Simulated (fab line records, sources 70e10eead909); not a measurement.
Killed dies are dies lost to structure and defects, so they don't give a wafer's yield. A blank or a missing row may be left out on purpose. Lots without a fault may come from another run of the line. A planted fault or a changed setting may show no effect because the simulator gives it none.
fab line records | flow nand_harc | part 2 of 2: steps 5 to 6 of 6
record lots=23 wafers=69 last_day=34
route steps=1302 shown A_STAIRCASE@677
lots that met no fault: from a run of the same line without faults
start_h: hours from the record's first day to the start of the lot's first wafer shown | wait_h: hours since the lot's step before | " the same as in the row above | L1.1+2: a row that stands for several wafers | - no value, or no start given | * or withheld: withheld | < > ~ a bound
route shown NAME@n: a module of which the file shows steps, and the number in the route of the first | usual: mean/standard deviation of fault-free wafers | same: alike in all rows | chamber/n: place in a boat | sites: the reading at each site | _std_site: their standard deviation | _edge_site: outer sites' mean less inner sites' | radius_mm: how far each site lies from the wafer's centre | mask NAME#n: copy n | behind: the tool/chamber that last shaped the wafer | hold: why the lot was held/for how many hours/how that ended | device: the transistor (n, p or np) that didn't switch | end of line: the same wafers' tests at the end of the route | a step without rows: its recipe alone | killed: dies lost to structure and defects at the first sort, not the wafer's yield | map: a wafer's dies, x killed, . not, _ none there
set.NAME: the setting as run; set.NAME@STEP: as run at that earlier step | model.NAME: the simulator's own value behind a step, which no gauge read
steps of the route over a sample of lots; a table a step, a row a wafer
services: from which hour (start_h, from the record's first day; less than 0 if before it) a tool's chamber was out of use, for how many hours, and why
## steps
# step NHARC_A_STAIRCASE_TRIM_233
# recipe time_s=211.2 o2_flow_sccm=500 ar_flow_sccm=0 bias_w=0 chemistry=O2
# usual drypump_motor_current_A=5.7/0.34 mfc_ar_sccm=0.009/0.014 oes_product_au=0.998/0.014 rf_vpp_V=57.8/0.92 showerhead_plenum_p_Torr=3.51/0.16 throttle_valve_pct=17.036/0.0089
# columns lot.wafer tool chamber start_h wait_h drypump_motor_current_A mfc_ar_sccm oes_product_au rf_hours_counter_h rf_vpp_V showerhead_plenum_p_Torr throttle_valve_pct
L074.1 rie_diel-13 2 - - 5.2 0 1.024 8 56.2 3.66 17.050
L074.3 " 3 " " 5.2 0 0.988 9 57.9 3.74 17.026
L074.6 " 1 " " 5.9 0 1.001 - 57.3 3.34 17.040
L075.2 rie_diel-04 0 - - 5.7 0.018 1.032 5 57.8 3.73 17.039
L075.1 " 2 " " 5.6 0 1.004 4 58.3 3.30 17.049
L075.5 " 1 " " 5.4 0 1.000 - 58.4 3.49 17.038
L076.2 rie_diel-04 2 - - 5.6 0 0.995 7 58.1 3.30 17.040
L076.3 " 3 " " 6.2 0.042 0.995 6 56.5 3.37 17.054
L076.5 " 1 " " 5.4 0 0.995 - 55.9 3.49 17.019
L077.2 rie_diel-09 0 - - 6.1 0.027 0.983 27 58.3 3.77 17.032
L077.3 " 1 " " 5.9 0 1.003 18 57.9 3.41 17.043
L077.1 " 2 " " 6.2 0 1.000 21 58.1 3.65 17.028
L078.4 rie_diel-09 2 - - 6.3 0 1.001 25 56.7 3.64 17.036
L078.2 " 3 " " 5.3 0 0.994 28 58.8 3.44 17.040
L078.6 " 2 " " 6.2 0 1.008 - 57.3 3.65 17.031
L079.3 rie_diel-04 2 - - 5.6 0 0.988 14 55.2 3.30 17.043
L079.6 " 0 " " 5.7 0.018 1.028 - 59.0 3.73 17.032
L079.5 " 2 " " 5.6 0 0.990 - 58.3 3.30 17.032
L081.2 rie_diel-09 3 - - 5.4 0 0.993 37 57.4 3.44 17.041
L081.4 " 1 " " 5.9 0 1.000 - 57.0 3.40 17.041
L081.5 " 2 " " 6.2 0 0.981 - 58.4 3.64 17.032
L083.3 rie_diel-04 3 - - 6.2 0.042 1.015 22 57.6 3.36 17.043
L083.4 " 0 " " 5.7 0.018 1.011 21 57.0 3.72 17.031
L083.1 " 1 " " 5.4 0 1.009 18 57.5 3.48 17.051
L082.2 rie_diel-13 2 - - 5.2 0 1.005 30 58.2 3.65 17.041
L082.4 " 3 " " 5.2 0 0.979 34 57.4 3.73 17.030
L082.6 " 2 " " 5.2 0 1.007 - 57.8 3.65 17.045
L084.3 rie_diel-13 0 - - 5.6 0.023 1.002 38 57.9 3.52 17.052
L084.5 " 2 " " 5.2 0 1.012 - 57.1 3.64 17.046
L084.6 " 3 " " 5.2 0 0.981 - 57.9 3.73 17.030
L086.1 rie_diel-04 0 - - 5.7 0.018 1.006 31 57.9 3.72 17.048
L086.6 " 2 " " 5.6 0 0.995 - 56.8 3.29 17.018
L086.5 " 3 " " 6.2 0.042 0.997 - 55.9 3.35 17.034
L085.1 rie_diel-04 2 - - 5.6 0 0.998 36 56.8 3.29 17.040
L085.5 " 2 " " 5.6 0 0.998 - 56.3 3.29 17.037
L085.6 " 3 " " 6.2 0.042 0.998 - 56.8 3.35 17.029
L087.3 rie_diel-09 3 - - 5.3 0 0.998 57 58.1 3.43 17.055
L087.1 " 1 " " 5.9 0 0.989 47 58.5 3.40 17.045
L087.6 " 2 " " 6.2 0 0.987 - 58.0 3.63 17.033
L088.4 rie_diel-04 1 - - 5.4 0 0.990 41 58.2 3.47 17.033
L088.5 " 0 " " 5.7 0.018 1.015 - 59.0 3.71 17.037
L088.6 " 1 " " 5.4 0 0.991 - 58.8 3.47 17.034
L089.3 rie_diel-13 1 - - 5.8 0 1.014 54 57.6 3.32 17.041
L089.6 " 3 " " 5.2 0 0.982 - 57.7 3.72 17.045
L089.5 " 0 " " 5.6 0.023 1.010 - 58.8 3.51 17.023
L090.2 rie_diel-13 1 - - 5.8 0 0.988 2 56.8 3.31 17.023
L090.4 " 2 " " 5.2 0 1.015 1 57.9 3.63 17.028
L090.3 " 0 " " 5.6 0.023 1.013 2 57.0 3.50 17.022
L091.3 rie_diel-09 0 - - 6.0 0.027 0.987 9 58.9 3.74 17.022
L091.6 " 1 " " 5.9 0 0.974 - 57.5 3.39 17.043
L091.5 " 2 " " 6.2 0 0.984 - 57.6 3.62 17.029
L092.3 rie_diel-09 2 - - 6.2 0 0.987 13 58.8 3.62 17.032
L092.6 " 1 " " 5.9 0 0.984 - 56.5 3.39 17.048
L092.5 " 2 " " 6.3 0 0.996 - 57.8 3.62 17.028
L093.1 rie_diel-09 3 - - 5.3 0 1.021 20 57.0 3.41 17.039
L093.3 " 1 " " 5.9 0 0.983 17 57.1 3.39 17.028
L093.6 " 3 " " 5.4 0 1.015 - 58.0 3.41 17.047
L094.2 rie_diel-09 2 - - 6.2 0 0.988 19 58.8 3.62 17.043
L094.4 " 3 " " 5.3 0 1.023 21 57.2 3.41 17.028
L094.6 " 0 " " 6.0 0.027 0.979 - 59.2 3.74 17.029
L095.3 rie_diel-04 1 - - 5.5 0 0.982 7 55.9 3.46 17.045
L095.2 " 2 " " 5.6 0 0.984 7 59.1 3.80 17.032
L095.5 " 2 " " 5.6 0 0.986 - 60.6 3.80 17.033
L096.3 rie_diel-13 3 - - 5.2 0 0.994 23 58.7 3.70 17.042
L096.1 " 0 " " 5.6 0.023 1.020 19 57.1 3.49 17.024
L096.2 " 2 " " 5.2 0 1.018 22 58.2 3.62 17.034
L097.4 rie_diel-09 3 - - 5.3 0 1.026 32 58.2 3.41 17.028
L097.2 " 0 " " 6.0 0.027 0.993 29 58.1 3.73 17.024
L097.6 " 1 " " 5.9 0 1.006 - 56.9 3.38 17.034
# step NHARC_A_STAIRCASE_STRIP_254
# recipe power_w=1500 temp_c=250 chemistry=O2
# usual drypump_motor_current_A=5.86/0.26 heater_power_w=328/55
# columns lot.wafer tool chamber start_h wait_h drypump_motor_current_A heater_power_w rf_hours_counter_h
L074.1 plasma_asher-01 0 376.40 - 5.36 327 4
L074.3 " 1 " " 5.96 388 -
L074.6 " 1 " " 5.93 371 -
L075.2 plasma_asher-02 0 385.76 - 5.98 232 28
L075.1 " 1 " " 6.06 369 28
L075.5 " 0 " " 5.97 236 -
L076.2 plasma_asher-02 0 392.92 - 6.00 242 29
L076.3 " 1 " " 6.03 367 -
L076.5 " 0 " " 6.00 240 -
L077.1 plasma_asher-02 1 393.65 - 6.03 360 29
L077.2 " 0 " " 6.00 239 29
L077.3 " 1 " " 6.05 366 -
L078.2 plasma_asher-02 0 415.23 - 5.99 238 34
L078.4 " 0 " " 6.00 233 -
L078.6 " 0 " " 6.00 237 -
L079.3 plasma_asher-01 0 421.07 - 5.39 333 -
L079.5 " 0 " " 5.38 338 -
L079.6 " 1 " " 5.95 371 -
L081.2 plasma_asher-02 0 442.68 - 6.00 248 1
L081.4 " 1 " " 6.07 376 -
L081.5 " 1 " " 6.05 355 -
L083.1 plasma_asher-02 0 445.32 - 5.99 245 2
L083.4 " 0 " " 6.00 242 -
L083.3 " 1 " " 6.05 377 -
L082.2 plasma_asher-02 1 450.59 - 6.04 356 3
L082.4 " 1 " " 6.03 367 -
L082.6 " 0 " " 6.02 246 -
L084.3 plasma_asher-01 0 459.30 - 5.39 334 -
L084.6 " 0 " " 5.39 340 -
L084.5 " 1 " " 5.94 373 -
L086.1 plasma_asher-01 1 478.83 - 5.91 376 24
L086.5 " 1 " " 5.95 371 -
L086.6 " 0 " " 5.39 325 -
L085.1 plasma_asher-02 0 479.83 - 6.00 244 9
L085.5 " 0 " " 6.03 243 -
L085.6 " 1 " " 6.05 367 -
L087.1 plasma_asher-02 0 488.71 - 5.99 250 11
L087.3 " 0 " " 6.01 254 -
L087.6 " 0 " " 6.00 250 -
L089.3 plasma_asher-02 1 509.00 - 6.04 365 -
L089.6 " 1 " " 6.02 365 -
L089.5 " 0 " " 6.03 238 -
L088.4 plasma_asher-01 0 509.17 - 5.36 327 -
L088.5 " 0 " " 5.39 332 -
L088.6 " 1 " " 5.95 367 -
L090.2 plasma_asher-02 1 533.03 - 6.04 360 22
L090.3 " 0 " " 6.00 250 -
L090.4 " 1 " " 6.05 370 -
L091.3 plasma_asher-01 0 533.70 - 5.38 333 -
L091.5 " 1 " " 5.96 388 -
L091.6 " 0 " " 5.38 326 -
L092.3 plasma_asher-01 1 545.63 - 5.95 393 -
L092.6 " 0 " " 5.38 329 -
L092.5 " 1 " " 5.94 392 -
L093.1 plasma_asher-01 1 558.92 - 5.98 389 6
L093.3 " 1 " " 5.97 396 -
L093.6 " 1 " " 5.98 389 -
L094.2 plasma_asher-01 1 565.37 - 5.94 391 7
L094.4 " 1 " " 5.95 394 -
L094.6 " 0 " " 5.39 333 -
L095.2 plasma_asher-01 1 573.50 - 5.94 396 8
L095.3 " 0 " " 5.37 327 -
L095.5 " 0 " " 5.40 339 -
L096.1 plasma_asher-02 1 589.63 - 6.05 361 34
L096.2 " 0 " " 6.00 244 34
L096.3 " 0 " " 6.00 243 -
L097.2 plasma_asher-02 1 600.94 - 6.04 360 36
L097.4 " 1 " " 6.05 356 -
L097.6 " 1 " " 6.05 359 -
## services
# columns tool chamber start_h hours kind
rie_diel-04 0 339.09 - clean
rie_diel-04 1 339.09 - clean
rie_diel-04 2 339.09 - clean
rie_diel-04 3 339.09 - clean
plasma_asher-01 - 342.00 9.0 pm
rie_diel-13 - 342.16 9.0 pm
rie_diel-04 2 347.03 6.0 repair
rie_diel-04 0 353.25 1.8 repair
rie_diel-04 3 353.40 8.5 repair
plasma_asher-02 - 354.26 0.9 repair
rie_diel-09 1 356.47 11.1 repair
rie_diel-04 - 357.14 9.0 pm
rie_diel-04 0 357.14 9.0 vent_cycle
rie_diel-13 2 384.14 13.5 repair
plasma_asher-01 - 394.60 2.3 repair
rie_diel-09 1 399.58 2.5 repair
plasma_asher-02 - 426.13 9.0 pm
rie_diel-09 1 443.80 8.7 repair
rie_diel-09 - 497.14 9.0 pm
plasma_asher-01 - 519.19 9.0 pm
rie_diel-13 - 519.23 9.0 pm
rie_diel-04 - 534.14 9.0 pm
rie_diel-13 0 543.73 4.0 repair
plasma_asher-02 - 595.55 1.3 repair
